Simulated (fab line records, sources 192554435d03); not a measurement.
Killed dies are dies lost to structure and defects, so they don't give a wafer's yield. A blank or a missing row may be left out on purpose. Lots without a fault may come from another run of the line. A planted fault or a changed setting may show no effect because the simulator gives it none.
Which tool did it? | flow n5_finfet | 10 lots, 26 wafers sampled, at 6 steps of a route of 1938

WHAT THE GAUGES READ, wafer by wafer
N5_MOL_CONTACT_COAG_CD_MEAS_08: target cd 28 nm. Usual: cd_nm 28.05 nm, standard deviation 0.23.
lot  | measured     | on        | cd_nm (nm)        | flag
L748 | day 5 04:23  | cd_sem-02 | 28.09 27.86       |
L749 | day 5 17:46  | cd_sem-01 | 28.34 27.83 27.77 |
L750 | day 5 19:53  | cd_sem-03 | 28.20 27.95       |
L753 | day 6 12:50  | cd_sem-01 | 28.13 27.51 27.80 |
L756 | day 7 07:17  | cd_sem-03 | 27.91 28.11 28.07 |
L757 | day 7 13:25  | cd_sem-01 | 28.04 27.86 27.86 |
L759 | day 8 04:21  | cd_sem-01 | 28.08 28.08       |
L767 | day 9 22:43  | cd_sem-02 | 27.83 27.90 28.21 |
L768 | day 10 09:10 | cd_sem-01 | 28.16 28.15 27.75 |
L769 | day 10 10:42 | cd_sem-01 | 27.99 28.03       |

N5_BEOL_M4_RC_MEAS_101. Usual: DIBL_N 36.3 mV/V, standard deviation 1.7; DIBL_P 36.0 mV/V, standard deviation 1.9; IOFF_N 0.156 nA/um, standard deviation 0.028; IOFF_P 0.21 nA/um, standard deviation 0.036; ION_N 675 uA/um, standard deviation 11; ION_P 463 uA/um, standard deviation 7.8; SS_N 71.6 mV/dec, standard deviation 0.59; SS_P 73.2 mV/dec, standard deviation 0.63; VT_N 250 mV, standard deviation 3.1; VT_P -251 mV, standard deviation 3.4.
lot  | measured     | on        | DIBL_N (mV/V)  | DIBL_P (mV/V)  | IOFF_N (nA/um)    | IOFF_P (nA/um) | ION_N (uA/um) | ION_P (uA/um) | SS_N (mV/dec)  | SS_P (mV/dec)  | VT_N (mV)   | VT_P (mV)      | flag
L748 | day 8 07:28  | prober-01 | 36.3 35.4      | 36.5 36.5      | 0.166 0.161       | 0.22 0.21      | 681 682       | 471 468       | 72.3 72.3      | 73.6 72.4      | 250 246     | -249 -252      |
L749 | day 8 16:44  | prober-02 | 38.1 34.3 36.9 | 37.9 32.5 36.6 | 0.190 0.127 0.170 | 0.24 0.17 0.22 | 682 680 688   | 470 463 466   | 71.2 70.5 71.9 | 73.5 72.5 73.9 | 248 251 250 | -252 -256 -253 |
L750 | day 9 01:26  | prober-01 | 38.3 36.6      | 36.7 35.7      | 0.177 0.146       | 0.25 0.21      | 682 673       | 462 465       | 72.0 71.5      | 73.4 73.1      | 245 249     | -245 -248      |
L753 | day 9 18:32  | prober-01 | 37.0 37.8 36.4 | 37.0 38.1 35.9 | 0.159 0.195 0.144 | 0.22 0.26 0.20 | 675 691 662   | 461 475 458   | 71.3 71.4 72.1 | 73.8 73.9 73.5 | 248 245 250 | -247 -244 -249 |
L756 | day 10 11:14 | prober-02 | 32.8 35.2 35.2 | 32.7 34.5 36.2 | 0.098 0.137 0.135 | 0.14 0.15 0.18 | 642 668 683   | 443 450 463   | 70.1 71.6 70.9 | 72.1 71.6 72.6 | 258 250 252 | -257 -257 -253 |
L757 | day 10 14:10 | prober-01 | 36.4 35.6 37.5 | 35.7 34.7 35.7 | 0.143 0.124 0.168 | 0.19 0.17 0.19 | 666 661 674   | 454 454 457   | 71.9 70.9 72.2 | 73.5 73.0 73.5 | 252 256 251 | -253 -257 -255 |
L759 | day 11 10:50 | prober-02 | 36.5 37.8      | 35.3 36.9      | 0.171 0.193       | 0.25 0.27      | 693 691       | 481 480       | 72.3 72.7      | 73.4 74.0      | 246 246     | -245 -246      |
L767 | day 13 10:44 | prober-01 | 36.7 34.6 36.0 | 35.2 33.2 34.7 | 0.144 0.118 0.136 | 0.20 0.18 0.20 | 683 669 680   | 471 463 471   | 71.3 70.9 71.5 | 73.2 72.8 72.8 | 250 254 252 | -248 -251 -249 |
L768 | day 13 15:16 | prober-01 | 32.7 35.5 33.7 | 32.4 37.1 34.0 | 0.120 0.155 0.130 | 0.14 0.19 0.16 | 667 666 675   | 453 458 455   | 71.0 71.5 70.1 | 72.6 73.3 72.8 | 255 254 254 | -255 -253 -254 |
L769 | day 14 08:32 | prober-01 | 36.5 41.0      | 35.5 40.2      | 0.142 0.249       | 0.22 0.32      | 667 689       | 466 478       | 71.1 72.7      | 72.7 74.6      | 250 242     | -247 -245      |

WHICH TOOL RAN EACH LOT (tool, then ch and the chambers of the sampled wafers, then the start)
lot  | N5_GATE_CUT_VAPOR_ETCH_51         | N5_GATE_CUT_CMP_23            | N5_MOL_CONTACT_COAG_COAT_104      | N5_MOL_CONTACT_COAG_ETCH_105
L748 | rie_metal-02 ch 1, day 5 00:35    | cmp-01 ch 0,2, day 5 03:10    | litho_track-01 ch 0, day 5 04:07  | rie_diel-01 ch 0, day 5 04:57
L749 | rie_metal-01 ch 1, day 5 14:43    | cmp-01 ch 0,3, day 5 16:28    | litho_track-03 ch 0, day 5 17:30  | rie_diel-02 ch 0,1, day 5 18:08
L750 | rie_metal-03 ch 1, day 5 16:40    | cmp-02 ch 1,3, day 5 18:32    | litho_track-03 ch 0, day 5 19:29  | rie_diel-05 ch 2,3, day 5 20:04
L753 | rie_metal-01 ch 0,1, day 6 09:44  | cmp-01 ch 1,2,3, day 6 11:29  | litho_track-02 ch 0, day 6 12:34  | rie_diel-05 ch 0,2,3, day 6 13:00
L756 | rie_metal-03 ch 0,1, day 7 03:35  | cmp-02 ch 0,1,2, day 7 05:25  | litho_track-03 ch 0, day 7 06:53  | rie_diel-01 ch 1,3, day 7 07:30
L757 | rie_metal-02 ch 0,1, day 7 10:14  | cmp-02 ch 0,1,2, day 7 12:04  | litho_track-01 ch 0, day 7 13:02  | rie_diel-05 ch 1,2,3, day 7 13:38
L759 | rie_metal-03 ch 0, day 8 01:17    | cmp-02 ch 2,3, day 8 03:04    | litho_track-02 ch 0, day 8 04:03  | rie_diel-01 ch 3, day 8 04:32
L767 | rie_metal-02 ch 0, day 9 19:34    | cmp-02 ch 1,3, day 9 21:16    | litho_track-03 ch 0, day 9 22:20  | rie_diel-01 ch 0,1,2, day 9 22:53
L768 | rie_metal-03 ch 0,1, day 10 06:08 | cmp-01 ch 1,2,3, day 10 07:52 | litho_track-03 ch 0, day 10 08:53 | rie_diel-01 ch 2,3, day 10 09:20
L769 | rie_metal-01 ch 0, day 10 07:32   | cmp-02 ch 2, day 10 09:14     | litho_track-02 ch 0, day 10 10:19 | rie_diel-05 ch 1,2, day 10 11:08
- N5_GATE_CUT_VAPOR_ETCH_51: etches HfO2 in BCl3/Cl2.
- N5_GATE_CUT_CMP_23: polishes, stops on SiO2, t overpolish 23.4 s, target thk 16 nm.
- N5_MOL_CONTACT_COAG_COAT_104: time 60 s, resist thk 12 nm.
- N5_MOL_CONTACT_COAG_ETCH_105: etches SiARC in CF4, target depth 15.6 nm, time 26 s.

WHAT THE TOOLS THEMSELVES READ (means of the sampled wafers that have a number; where no wafer has one, the mark that the record gives instead)
N5_GATE_CUT_VAPOR_ETCH_51. Usual: drypump_motor_current_A 5.7 A, standard deviation 0.42; oes_product_au 0.79 a.u., standard deviation 0.12.
lot  | tool         | drypump_motor_current_A (A) | oes_product_au (a.u.) | flag
L748 | rie_metal-02 | 5.0                         | 0.94                  |
L749 | rie_metal-01 | 5.8                         | 0.86                  |
L750 | rie_metal-03 | 5.7                         | 0.78                  |
L753 | rie_metal-01 | 6.1                         | 0.88                  |
L756 | rie_metal-03 | 5.6                         | 0.68                  |
L757 | rie_metal-02 | 5.7                         | 0.96                  |
L759 | rie_metal-03 | 5.6                         | 0.62                  |
L767 | rie_metal-02 | 6.0                         | 0.93                  |
L768 | rie_metal-03 | 5.6                         | 0.66                  |
L769 | rie_metal-01 | 6.7                         | 0.87                  |

N5_GATE_CUT_CMP_23. Usual: motor_current_A 8.8 A, standard deviation 0.82; overpolish_run_s 23.400 s, standard deviation 0.0094; slurry_filter_dp_kPa 13.50 kPa, standard deviation 0.13; time_to_endpoint_s 19.7 s, standard deviation 2.6.
lot  | tool   | motor_current_A (A) | overpolish_run_s (s) | slurry_filter_dp_kPa (kPa) | time_to_endpoint_s (s) | flag
L748 | cmp-01 | 8.1                 | 23.401               | 13.63                      | 16.4                   |
L749 | cmp-01 | 8.7                 | 23.392               | 13.65                      | 17.0                   |
L750 | cmp-02 | 8.9                 | 23.392               | 13.43                      | 19.4                   |
L753 | cmp-01 | 8.9                 | 23.390               | 13.53                      | 18.2                   |
L756 | cmp-02 | 9.2                 | 23.402               | 13.45                      | 22.7                   |
L757 | cmp-02 | 9.4                 | 23.411               | 13.50                      | 22.5                   |
L759 | cmp-02 | 8.6                 | 23.389               | 13.78                      | 19.9                   |
L767 | cmp-02 | 8.5                 | 23.404               | 13.56                      | 17.3                   |
L768 | cmp-01 | 8.9                 | 23.398               | 13.37                      | 23.1                   |
L769 | cmp-02 | 9.2                 | 23.405               | 13.54                      | 23.4                   |

N5_MOL_CONTACT_COAG_COAT_104. Usual: dispense_pressure_kPa 50 kPa, standard deviation 3.7; spin_speed_rpm 1499.9 rpm, standard deviation 1.
lot  | tool           | dispense_pressure_kPa (kPa) | spin_speed_rpm (rpm) | flag
L748 | litho_track-01 | 53                          | 1500.1               |
L749 | litho_track-03 | 50                          | 1499.9               |
L750 | litho_track-03 | 50                          | 1501.8               |
L753 | litho_track-02 | 43                          | 1499.4               |
L756 | litho_track-03 | 50                          | 1499.5               |
L757 | litho_track-01 | 53                          | 1499.9               |
L759 | litho_track-02 | 43                          | 1499.7               |
L767 | litho_track-03 | 50                          | 1290.3               | OFF
L768 | litho_track-03 | 50                          | 1290.5               | OFF
L769 | litho_track-02 | 43                          | 1498.5               |

N5_MOL_CONTACT_COAG_ETCH_105. Usual: drypump_motor_current_A 5.7 A, standard deviation 0.44; etch_rf_on_time_s 25.9 s, standard deviation 0.37; oes_product_au 0.68 a.u., standard deviation 0.051; rf_vpp_V 184.3 V, standard deviation 0.92; showerhead_plenum_p_Torr 2.16 Torr, standard deviation 0.044; throttle_valve_pct 15.68 %, standard deviation 0.19.
lot  | tool        | drypump_motor_current_A (A) | etch_rf_on_time_s (s) | oes_product_au (a.u.) | rf_vpp_V (V) | showerhead_plenum_p_Torr (Torr) | throttle_valve_pct (%) | flag
L748 | rie_diel-01 | 5.1                         | 25.7                  | 0.68                  | 184.4        | 2.16                            | 15.54                  |
L749 | rie_diel-02 | 6.2                         | 25.7                  | 0.67                  | 184.4        | 2.15                            | 15.80                  |
L750 | rie_diel-05 | 5.8                         | 26.1                  | 0.72                  | 183.2        | 2.17                            | 15.57                  |
L753 | rie_diel-05 | 5.9                         | 25.8                  | 0.71                  | 184.5        | 2.17                            | 15.64                  |
L756 | rie_diel-01 | 5.8                         | 25.5                  | 0.71                  | 184.9        | 2.19                            | 15.53                  |
L757 | rie_diel-05 | 5.8                         | 26.1                  | 0.69                  | 185.2        | 2.16                            | 15.64                  |
L759 | rie_diel-01 | 6.1                         | 26.0                  | 0.74                  | 185.0        | 2.18                            | 15.32                  |
L767 | rie_diel-01 | 5.2                         | 27.9                  | 0.63                  | 184.6        | 2.13                            | 15.85                  | OFF
L768 | rie_diel-01 | 5.5                         | 27.9                  | 0.67                  | 183.5        | 2.09                            | 15.74                  | OFF
L769 | rie_diel-05 | 5.5                         | 26.1                  | 0.67                  | 183.4        | 2.15                            | 15.68                  |

THE ANSWER, worked out from the rows above alone
Rule: a lot is off if the mean of its wafers that have a number lies more than 3 standard deviations from the usual mean. A lot without any number at a reading at which 4 lots or more have one is off too. The other lots that the step has rows for count as sound. The gauges are gone through in route order, then the tools' own readings, and for those a lot's mean is taken as printed above. The first step at which some lot is off is used, and at that step the reading that is off furthest; a lot without a number counts as furthest.
Off: L767, L768, at N5_MOL_CONTACT_COAG_COAT_104 (spin_speed_rpm).
A tool fits if, at that step or a process step before it, it ran every lot that is off, and no sound lot after the first of them. One fits: litho_track-03 at N5_MOL_CONTACT_COAG_COAT_104. Its last sound lot is L756 (day 7 06:53), its first lot that is off L767 (day 9 22:20): a fault that began between those two fits.
The tool's own readings at N5_MOL_CONTACT_COAG_COAT_104 bear it out: on the lots that are off they differ by more than 5 times the standard deviation of the sound lots' means. spin_speed_rpm reads 1290.4 rpm there against 1499.8 rpm on the sound lots.

WHAT THE SIMULATOR HAD PUT IN
Process parameter drift: litho_track-03, from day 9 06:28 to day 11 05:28, at N5_MOL_CONTACT_COAG_COAT_104. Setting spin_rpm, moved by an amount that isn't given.
Lots struck among those shown: L767, L768. The rule above found the same.
